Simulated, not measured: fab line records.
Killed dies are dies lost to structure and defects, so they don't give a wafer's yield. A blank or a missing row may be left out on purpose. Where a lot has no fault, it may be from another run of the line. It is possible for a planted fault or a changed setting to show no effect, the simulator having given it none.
fab line records	flow n5_finfet
[record] lots = 5	wafers = 14	last_day = 17
route steps=1938 shown BEOL_M10@1476
lots with no fault: from the same line, run without faults
start_h: hours from the record's opening day to when the first of the lot's shown wafers began	wait_h: time in hours since the lot's previous step	" same as the row above	L1.1+2: several wafers, shown together as one row	- no value, or no start was given	* or withheld: withheld	< > ~ a bound
route shown NAME@n: names a module that has steps shown in the file, with the first one's number in the route	usual: the fault-free wafers' mean and standard deviation	same: alike in all rows	chamber/n: place in a boat	sites: each site's reading	_std_site: standard deviation across them	_edge_site: mean of outer sites minus mean of inner sites	radius_mm: for every site, how far away it sits from the centre of the wafer	mask NAME#n: copy n	behind: the most recent tool/chamber to have shaped the wafer	hold: what put the lot on hold/how long, in hours/how the hold closed	device: which transistor (n, p or np) failed to switch	end of line: tests run on the same wafers once the route is complete	where a step has no rows: the recipe by itself	killed: the dies lost at the first sort to structure and to defects; this is not the yield of the wafer	map: the dies of a wafer, with x for killed, . for not killed, _ for no die there
set.NAME: the run value of the setting; set.NAME@STEP: its run value at that earlier step	model.NAME: the simulator's own value behind a step, which no gauge read
a table for each step, a row for each wafer; lots at some steps of the route
services: the hour from which a tool's chamber was out of use, counted from the record's first day as start_h (under 0 if before that day), plus the number of hours and why
[[steps]]
[step N5_BEOL_M10_COAT_60]
[recipe] resist = SiARC	temp_c = 220	time_s = 60	spin_rpm = 1500	resist_thk_nm = 30
[step N5_BEOL_M10_COAT_05]
[recipe] resist = CAR-ArF	spin_rpm = 1500	resist_thk_nm = 90
[step N5_BEOL_M10_EBR_07]
[recipe] solvent = PGMEA	ebr_width_mm = 1.5
[step N5_BEOL_M10_SOFTBAKE_06]
[recipe] temp_c = 110	time_s = 60	resist = CAR-ArF
[step N5_BEOL_M10_EXPOSE_08]
[recipe] mask_id = M10	na = 1.35	source_shape = dipole	sigma_inner = 0.411	sigma_outer = 0.611	polarization = te	dose_mj = 53.75
[step N5_BEOL_M10_PEB_09]
[recipe] peb_temp_c = withheld	peb_time_s = 60	resist = CAR-ArF
[step N5_BEOL_M10_DEVELOP_10]
[recipe] develop_time_s = 30	developer = TMAH	resist = CAR-ArF	rinse_liquid = diw	dry = air_spin	dev_temp_c = 23
[step N5_BEOL_M10_CD_MEAS_11]
[recipe] target_cd_nm = 64.1	landing_energy_ev = 500	detector = se_inlens	polarity = opening
[usual] cd_nm = 63.9/0.77
lot.wafer	tool	chamber	start_h	wait_h	cd_nm
L298.1	cd_sem-02	0	226.25	-	63.4
L298.3	"	0	"	"	63.5
L298.6	"	0	"	"	63.5
L308.1	cd_sem-03	0	270.28	-	64.8
L308.5	"	0	"	"	62.8
L308.6	"	0	"	"	64.9
L315.1	cd_sem-03	0	324.86	-	63.3
L315.3	"	0	"	"	63.9
L315.5	"	0	"	"	64.0
L317.4	cd_sem-03	0	346.60	-	63.5
L317.6	"	0	"	"	63.8
L318.2	cd_sem-02	0	346.93	-	63.7
L318.3	"	0	"	"	62.5
L318.4	"	0	"	"	62.7
[step N5_BEOL_M10_OVL_MEAS_12]
[recipe] points_per_wafer = 44
[usual] M10_OVL = -0.2/0.79
[same] points_per_wafer = 44
lot.wafer	tool	chamber	start_h	wait_h	M10_OVL[nm]
L298.1	overlay-02	0	226.28	0.0	-0.8
L298.3	"	0	"	"	-0.3
L298.6	"	0	"	"	-0.9
L308.1	overlay-02	0	270.31	0.0	-0.2
L308.5	"	0	"	"	-1.4
L308.6	"	0	"	"	-0.6
L315.1	overlay-02	0	324.89	0.0	-1.0
L315.3	"	0	"	"	-1.6
L315.5	"	0	"	"	0.3
L317.4	overlay-02	0	346.63	0.0	0.1
L317.6	"	0	"	"	0.3
L318.2	overlay-01	0	346.96	0.0	-0.1
L318.3	"	0	"	"	0.7
L318.4	"	0	"	"	-0.9
[step N5_BEOL_M10_INSPECT_13]
[recipe] mode = adi	inspect_instrument = brightfield
[usual] raw_defect_count = 418/100
lot.wafer	tool	chamber	start_h	wait_h	raw_defect_count
L298.1	defect_inspect-02	-	226.31	0.0	427
L298.3	"	-	"	"	500
L298.6	"	-	"	"	428
L308.1	defect_inspect-02	-	270.33	0.0	252
L308.5	"	-	"	"	379
L308.6	"	-	"	"	364
L315.1	defect_inspect-01	-	324.92	0.0	314
L315.3	"	-	"	"	356
L315.5	"	-	"	"	443
L317.4	defect_inspect-01	-	346.66	0.0	372
L317.6	"	-	"	"	562
L318.2	defect_inspect-01	-	346.98	0.0	422
L318.3	"	-	"	"	468
L318.4	"	-	"	"	448
[step N5_BEOL_M10_DESCUM_16]
[recipe] chemistry = O2	time_s = 7.9	source_power_w = 50	bias_power_w = 20	pressure_mtorr = 20	rf_frequency_hz = 2.712e+07	temp_c = 40	resist = CAR-ArF	o2_flow_sccm = 225
[usual] drypump_motor_current_A = 5.5/0.38	oes_product_au = 0.81/0.092	rf_vpp_V = 243.0/1.6	showerhead_plenum_p_Torr = 2.08/0.087	throttle_valve_pct = 20.4/0.31
lot.wafer	tool	chamber	start_h	wait_h	drypump_motor_current_A	oes_product_au	rf_hours_counter_h	rf_vpp_V	showerhead_plenum_p_Torr	throttle_valve_pct
L298.1	rie_diel-05	3	226.34	0.0	5.0	0.69	235	244.4	2.15	20.5
L298.3	"	1	"	"	5.6	0.77	88	241.5	2.03	20.2
L298.6	"	0	"	"	4.9	0.69	-	240.4	1.96	20.4
L308.1	rie_diel-05	2	270.80	0.5	5.7	0.74	177	241.0	1.92	21.0
L308.5	"	2	"	"	5.7	0.74	-	239.5	1.92	21.0
L308.6	"	0	"	"	4.8	0.69	-	240.5	1.95	20.4
L315.1	rie_diel-01	0	325.28	0.4	6.0	0.85	84	242.9	2.00	20.1
L315.3	"	1	"	"	5.2	0.72	203	244.4	2.05	20.5
L315.5	"	2	"	"	5.4	0.78	-	242.7	2.15	20.7
L317.4	rie_diel-01	0	346.89	0.2	6.0	0.84	-	242.1	2.00	20.1
L317.6	"	2	"	"	5.4	0.77	-	244.1	2.14	20.8
L318.2	rie_diel-01	0	347.66	0.7	6.0	0.84	94	242.2	2.00	20.1
L318.3	"	1	"	"	5.2	0.72	212	242.5	2.05	20.5
L318.4	"	2	"	"	5.4	0.77	-	242.4	2.14	20.8
[step N5_BEOL_M10_ETCH_61]
[recipe] chemistry = CF4	target = SiARC	target_depth_a = 390	mask_material = CAR-ArF	time_s = 65	ion_energy_ev = 80	pressure_mtorr = 40	source_w = 545	bias_w = 36	Ar_flow_sccm = 100	cf4_flow_sccm = 100	ends = cleared
[usual] drypump_motor_current_A = 5.5/0.38	etch_rf_on_time_s = 65.8/2.5	oes_product_au = 0.69/0.075	rf_vpp_V = 184.0/1.3	showerhead_plenum_p_Torr = 2.14/0.08	throttle_valve_pct = 15.54/0.28
lot.wafer	tool	chamber	start_h	wait_h	drypump_motor_current_A	etch_rf_on_time_s	oes_product_au	rf_hours_counter_h	rf_vpp_V	showerhead_plenum_p_Torr	throttle_valve_pct
L298.1	rie_diel-05	3	226.38	0.0	5.0	62.1	0.61	235	183.7	2.19	15.80
L298.3	"	1	"	"	5.5	70.1	0.65	88	185.0	2.08	15.41
L298.6	"	0	"	"	4.9	65.3	0.59	-	184.1	2.04	15.88
L308.1	rie_diel-05	2	270.84	0.0	5.7	64.2	0.65	177	180.9	1.97	16.05
L308.5	"	2	"	"	5.7	64.3	0.65	-	183.0	1.97	16.04
L308.6	"	0	"	"	4.8	63.3	0.59	-	183.3	2.04	15.89
L315.1	rie_diel-01	0	325.31	0.0	6.0	68.5	0.70	84	182.9	2.09	15.48
L315.3	"	1	"	"	5.2	67.7	0.59	203	185.8	2.11	15.78
L315.5	"	2	"	"	5.4	64.1	0.67	-	182.9	2.15	15.55
L317.4	rie_diel-01	0	346.93	0.0	6.0	68.0	0.69	-	183.5	2.08	15.48
L317.6	"	2	"	"	5.4	63.9	0.66	-	183.7	2.15	15.57
L318.2	rie_diel-01	0	347.69	0.0	6.0	67.5	0.70	94	184.7	2.08	15.51
L318.3	"	1	"	"	5.2	65.6	0.60	212	184.1	2.11	15.80
L318.4	"	2	"	"	5.4	63.3	0.67	-	183.6	2.15	15.57
[step N5_BEOL_M10_ETCH_62]
[recipe] chemistry = N2/H2	target = SOC	target_depth_a = 1100	overetch_a = 220	mask_material = SiARC	temp_c = 40	time_s = 165	ion_energy_ev = 200	pressure_mtorr = 30	source_w = 840	bias_w = 150	n2_flow_sccm = 200	h2_flow_sccm = 200
[usual] drypump_motor_current_A = 5.5/0.38	oes_product_au = 0.69/0.073	rf_vpp_V = 523.8/3	showerhead_plenum_p_Torr = 2.54/0.1	throttle_valve_pct = 17.76/0.29
lot.wafer	tool	chamber	start_h	wait_h	drypump_motor_current_A	oes_product_au	rf_hours_counter_h	rf_vpp_V	showerhead_plenum_p_Torr	throttle_valve_pct	model.SiARC_of_BEOL_M10_COAT_60.thk_nm
L298.1	rie_diel-05	3	226.43	0.0	5.0	0.59	235	526.7	2.60	17.76	23.4
L298.3	"	1	"	"	5.6	0.67	88	521.8	2.47	17.65	24
L298.6	"	0	"	"	4.9	0.59	-	520.6	2.43	18.09	23.6
L308.1	rie_diel-05	2	270.89	0.0	5.7	0.63	177	517.0	2.34	18.41	23.4
L308.5	"	2	"	"	5.7	0.63	-	518.3	2.34	18.39	23.4
L308.6	"	0	"	"	4.9	0.53	-	520.0	2.43	18.11	22.2
L315.1	rie_diel-01	0	325.36	0.0	6.0	0.72	85	522.7	2.45	17.58	23.4
L315.3	"	1	"	"	5.2	0.61	203	523.1	2.52	17.98	24.2
L315.5	"	2	"	"	5.4	0.66	-	525.2	2.54	17.63	23.2
L317.4	rie_diel-01	0	347.02	0.1	6.0	0.70	-	521.2	2.44	17.61	23.4
L317.6	"	2	"	"	5.4	0.65	-	524.2	2.54	17.65	23
L318.2	rie_diel-01	0	347.74	0.0	6.0	0.71	94	522.3	2.44	17.63	23.4
L318.3	"	1	"	"	5.2	0.60	212	523.6	2.51	18.01	23.8
L318.4	"	2	"	"	5.4	0.66	-	524.3	2.54	17.65	23
[step N5_BEOL_M10_STRIP_68]
[recipe] chemistry = N2/H2	temp_c = 40	n2_flow_sccm = 200	h2_flow_sccm = 200	rf_frequency_hz = 6e+07
[step N5_BEOL_M10_STRIP_67]
[recipe] chemistry = CF4	resist = SiARC	power_w = 300	bias_power_w = 75	pressure_mtorr = 50	cf4_flow_sccm = 150	rf_frequency_hz = 6e+07
[usual] drypump_motor_current_A = 5.5/0.38	oes_product_au = 0.81/0.086	rf_vpp_V = 271.1/1.6	showerhead_plenum_p_Torr = 1.79/0.059	throttle_valve_pct = 13.5/0.31
lot.wafer	tool	chamber	start_h	wait_h	drypump_motor_current_A	oes_product_au	rf_hours_counter_h	rf_vpp_V	showerhead_plenum_p_Torr	throttle_valve_pct
L298.1	rie_diel-05	3	226.58	0.0	5.0	0.70	235	270.9	1.85	13.9
L298.3	"	1	"	"	5.6	0.79	88	269.0	1.73	13.4
L298.6	"	0	"	"	4.9	0.70	-	269.6	1.73	13.9
L308.1	rie_diel-05	2	271.03	0.0	5.7	0.76	177	268.8	1.65	14.0
L308.5	"	2	"	"	5.7	0.75	-	269.0	1.65	14.0
L308.6	"	0	"	"	4.8	0.69	-	270.6	1.73	14.0
L315.1	rie_diel-01	0	325.51	0.0	6.0	0.84	85	270.3	1.76	13.5
L315.3	"	1	"	"	5.2	0.72	203	271.7	1.77	13.8
L315.5	"	2	"	"	5.4	0.78	-	270.7	1.80	13.5
L317.4	rie_diel-01	0	347.11	0.0	6.0	0.83	-	269.3	1.76	13.5
L317.6	"	2	"	"	5.4	0.77	-	271.1	1.79	13.5
L318.2	rie_diel-01	0	347.89	0.0	6.0	0.84	94	269.9	1.76	13.5
L318.3	"	1	"	"	5.2	0.71	212	271.5	1.76	13.8
L318.4	"	2	"	"	5.4	0.78	-	270.9	1.79	13.5
[step N5_BEOL_M10_HM_OPEN_17]
[recipe] chemistry = Cl2/BCl3	target_depth_a = 200	overetch_a = 60	target = TiN	mask_material = SOC	ion_energy_ev = 150	pressure_mtorr = 10	icp_w = 1000	bias_w = 126	Cl2_flow_sccm = 53.25	bcl3_flow_sccm = 21.75	Ar_flow_sccm = 25
[usual] bcl3_flow_sccm = 21.75/0.064	drypump_motor_current_A = 5.8/0.41	oes_product_au = 0.66/0.076	throttle_valve_pct = 22.29/0.23
lot.wafer	tool	chamber	start_h	wait_h	bcl3_flow_sccm	drypump_motor_current_A	oes_product_au	rf_hours_counter_h	throttle_valve_pct	model.etch.depth_nm
L298.1	rie_metal-02	1	226.62	0.0	21.78	6.3	0.68	32	22.46	20.41
L298.3	"	1	"	"	21.77	6.3	0.68	-	22.44	20.6
L298.6	"	0	"	"	21.67	6.0	0.61	-	22.57	20.51
L308.1	rie_metal-02	1	271.07	0.0	21.84	6.3	0.67	36	22.42	20.53
L308.5	"	1	"	"	21.87	6.3	0.67	-	22.44	20.51
L308.6	"	0	"	"	21.78	5.9	0.55	-	22.68	17.36
L315.1	rie_metal-02	0	325.55	0.0	21.82	5.9	0.59	89	22.57	20.6
L315.3	"	0	"	"	21.89	5.9	0.59	-	22.58	20.45
L315.5	"	1	"	"	21.79	6.3	0.65	-	22.45	20.63
L317.4	rie_metal-01	0	347.17	0.1	21.60	5.6	0.62	-	22.30	20
L317.6	"	0	"	"	21.77	5.6	0.62	-	22.31	20.02
L318.2	rie_metal-01	0	347.93	0.0	21.72	5.6	0.63	62	22.28	20.6
L318.3	"	0	"	"	21.85	5.6	0.63	-	22.31	20.25
L318.4	"	1	"	"	21.71	4.9	0.66	-	22.00	20.45
[step N5_BEOL_M10_STRIP_19]
[recipe] chemistry = O2	power_w = 400	temp_c = 40	pressure_mtorr = 30	rf_frequency_hz = 6e+07	bias_power_w = 0	overash_fraction = 0.2	o2_flow_sccm = 225
[usual] drypump_motor_current_A = 5.5/0.37	oes_product_au = 0.82/0.082	rf_vpp_V = 3.7/0.64	showerhead_plenum_p_Torr = 2.10/0.079	throttle_valve_pct = 16.59/0.28
lot.wafer	tool	chamber	start_h	wait_h	drypump_motor_current_A	oes_product_au	rf_hours_counter_h	rf_vpp_V	showerhead_plenum_p_Torr	throttle_valve_pct
L298.1	rie_diel-05	0	226.76	0.1	4.9	0.70	212	4.2	1.96	16.73
L298.3	"	3	"	"	5.0	0.69	236	4.7	2.15	16.80
L298.6	"	2	"	"	5.7	0.75	-	3.9	1.93	17.13
L308.1	rie_diel-05	2	271.31	0.2	5.7	0.74	177	3.9	1.93	17.18
L308.5	"	0	"	"	4.9	0.69	-	4.4	1.96	16.76
L308.6	"	1	"	"	5.5	0.75	-	3.2	2.03	16.48
L315.1	rie_diel-01	3	325.66	0.1	6.0	0.68	245	3.8	2.18	17.03
L315.3	"	1	"	"	5.2	0.72	203	3.2	2.05	16.78
L315.5	"	0	"	"	6.0	0.86	-	2.8	2.01	16.35
L317.4	rie_diel-04	1	347.28	0.1	5.6	0.91	50	3.1	2.19	16.38
L317.6	"	1	"	"	5.6	0.89	-	3.5	2.19	16.38
L318.2	rie_diel-01	0	348.04	0.1	6.0	0.84	94	3.4	2.00	16.36
L318.3	"	1	"	"	5.2	0.73	212	3.0	2.05	16.79
L318.4	"	2	"	"	5.4	0.77	-	3.6	2.15	16.89
[[services]]
tool	chamber	start_h	hours	kind
rie_diel-04	2	211.62	-	clean
rie_diel-04	2	211.62	-	consumable_replace:focus_ring
rie_diel-04	2	211.62	19.5	scheduled_down
rie_diel-04	2	211.62	19.5	vent_cycle
rie_diel-05	0	245.48	11.8	repair
rie_diel-01	-	259.93	15.6	pm
rie_diel-05	3	266.21	-	clean
rie_diel-05	3	266.21	-	consumable_replace:focus_ring
rie_diel-05	3	266.21	19.3	scheduled_down
rie_diel-05	3	266.21	19.3	vent_cycle
rie_diel-01	1	286.84	1.3	repair
rie_diel-05	3	295.88	15.1	repair
rie_diel-01	0	311.92	8.4	repair
rie_diel-05	0	314.81	2.2	repair
rie_metal-01	-	314.85	14.6	pm
rie_diel-01	3	337.19	-	clean
rie_diel-01	3	337.19	-	consumable_replace:focus_ring
rie_diel-01	3	337.19	15.0	scheduled_down
rie_diel-01	3	337.19	15.0	vent_cycle
rie_diel-05	0	342.27	-	clean
rie_diel-05	0	342.27	-	consumable_replace:focus_ring
rie_diel-05	0	342.27	-	consumable_replace:showerhead
rie_diel-05	0	342.27	16.1	scheduled_down
rie_diel-05	0	342.27	16.1	vent_cycle
[[key]]
first_sign none at tools or gauges
[model_effect] step = N5_BEOL_M10_ETCH_62	value = SiARC_of_BEOL_M10_COAT_60.thk_nm	without = 23.4	struck = 22.2
[model_effect] step = N5_BEOL_M10_HM_OPEN_17	value = etch.depth_nm	without = 20.35	struck = 17.36
met_at N5_BEOL_M10_ETCH_62
struck_wafers L308.6
onset_between 226.43 270.89
[fault] kind = process_parameter_drift	tool = rie_diel-05	chamber = 0	onset_h = 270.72	steps = N5_BEOL_M10_ETCH_62	channel = time_s	offset = *	shape = step	end_h = 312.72	acts_in = *	stated = *
